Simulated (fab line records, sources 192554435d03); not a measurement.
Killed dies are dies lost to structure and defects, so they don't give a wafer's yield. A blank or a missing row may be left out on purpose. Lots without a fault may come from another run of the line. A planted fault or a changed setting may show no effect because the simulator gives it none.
Split-lot experiment | flow n5_finfet | 7 lots, 21 wafers read, on a route of 1938 steps

THE SPLIT
At N5_BEOL_M12_EXPOSE_07 (exposes mask V11), the setting dose_mj was moved away from the recipe's 32.5 on 7 of the 21 wafers read, by -6.3% to +7.1%. The other wafers ran this setting at the recipe's value.

FROM THE SPLIT TO THE READING: what the file shows between them, 6 steps
- N5_BEOL_M12_PEB_08: peb time 90 s (also split here: peb_time_s)
- N5_BEOL_M12_DEVELOP_09: develop time 45 s
- N5_BEOL_M12_HARDBAKE_14: time 120 s
- N5_BEOL_M12_CD_MEAS_10: target cd 140 nm
- N5_BEOL_M12_STRIP_71: strips in post etch residue remover, time 60 s
- N5_BEOL_M12_SRD_72: time 30 s, dry time 30 s

THE READING
cd_nm, in nm, at N5_BEOL_M12_CD_MEAS_17 (target cd 140 nm). Fault-free wafers of this fab line usually give 139.4 nm, standard deviation 1.6 nm.

wafer  | tool, chamber at the split | dose_mj as run | against the recipe | cd_nm, nm | against lot-mates on the recipe
L075.1 | krf_scanner-01, 0          | 32.5           | recipe             | 139.0     | -
L075.4 | krf_scanner-01, 0          | 32.5           | recipe             | 140.6     | -
L075.5 | krf_scanner-01, 0          | 32.5           | recipe             | 141.3     | -
L077.4 | krf_scanner-01, 0          | 30.44          | -6.3%              | 131.9     | no lot-mate on the recipe
L077.5 | krf_scanner-01, 0          | 30.44          | -6.3%              | 132.6     | no lot-mate on the recipe
L077.6 | krf_scanner-01, 0          | 30.44          | -6.3%              | 131.0     | no lot-mate on the recipe
L079.1 | krf_scanner-01, 0          | 34.82          | +7.1%              | 148.9     | +10.7
L079.4 | krf_scanner-01, 0          | 32.5           | recipe             | 137.2     | -
L079.6 | krf_scanner-01, 0          | 32.5           | recipe             | 139.2     | -
L082.3 | krf_scanner-02, 0          | 32.5           | recipe             | 141.0     | -
L082.4 | krf_scanner-02, 0          | 32.5           | recipe             | 142.5     | -
L082.5 | krf_scanner-02, 0          | 32.5           | recipe             | 137.9     | -
L085.3 | krf_scanner-01, 0          | 32.5           | recipe             | 141.0     | -
L085.5 | krf_scanner-01, 0          | 34.29          | +5.5%              | 143.6     | +3.7
L085.6 | krf_scanner-01, 0          | 32.5           | recipe             | 138.9     | -
L086.2 | krf_scanner-02, 0          | 32.5           | recipe             | 138.1     | -
L086.4 | krf_scanner-02, 0          | 34.62          | +6.5%              | 143.2     | +5.1
L086.6 | krf_scanner-02, 0          | 34.62          | +6.5%              | 145.4     | +7.3
L092.3 | krf_scanner-01, 0          | 32.5           | recipe             | 136.7     | -
L092.4 | krf_scanner-01, 0          | 32.5           | recipe             | 137.5     | -
L092.5 | krf_scanner-01, 0          | 32.5           | recipe             | 138.1     | -

THE FIT
A straight line over all 21 wafers: cd_nm changes by +1.05 nm for each +1% of dose_mj; r = +0.92; the points scatter about the line by 1.8 nm.
The same after taking each lot's own level away (the mean of its wafers on the recipe; 18 wafers): +1.07 nm for each +1%; r = +0.90; scatter 1.5 nm.
On that fit, the largest move of dose_mj shifts the reading by 7.7 nm.
The lots' own levels span 137.43 to 140.47 nm, that is 1.9 times the standard deviation above.
So the lot-to-lot level changes the slope little: the two slopes agree.
Check: with one of the wafers moved furthest among these (+7.1%) left out of the fit, the line predicts +6.25 nm for it against its lot-mates. It came out at +10.7 nm against them.

OTHER SPLITS ON THESE WAFERS
These wafers also went through other splits before the reading. Each is held against what the fit with the lots' levels taken away leaves over:
other split on the same wafers    | wafers away from the commonest value | r with cd_nm (lot level and that fit taken away)
N5_BEOL_M10_VIA_ETCH_34 time_s    | 10                                   | +0.25
N5_BEOL_M10_TRENCH_ETCH_37 time_s | 5                                    | +0.29
N5_BEOL_M11_TRENCH_ETCH_37 time_s | 8                                    | -0.15
N5_BEOL_M11_ALD_74 ald_cycles     | 5                                    | +0.22
N5_BEOL_M12_PEB_08 peb_time_s     | 5                                    | +0.25

THE WHOLE CHAIN: every reading that the file lists as answering this split, in the file's order
step                   | what it does     | reading | change (the file's fit)              | r (the file's)
N5_BEOL_M12_CD_MEAS_10 | target cd 140 nm | cd_nm   | +1.14 nm for each +1% of the setting | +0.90
N5_BEOL_M12_CD_MEAS_17 | target cd 140 nm | cd_nm   | +1.11 nm for each +1% of the setting | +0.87

THE FILE'S OWN FIT
cd_nm changes by +1.11 nm for each +1% of dose_mj, r = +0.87.
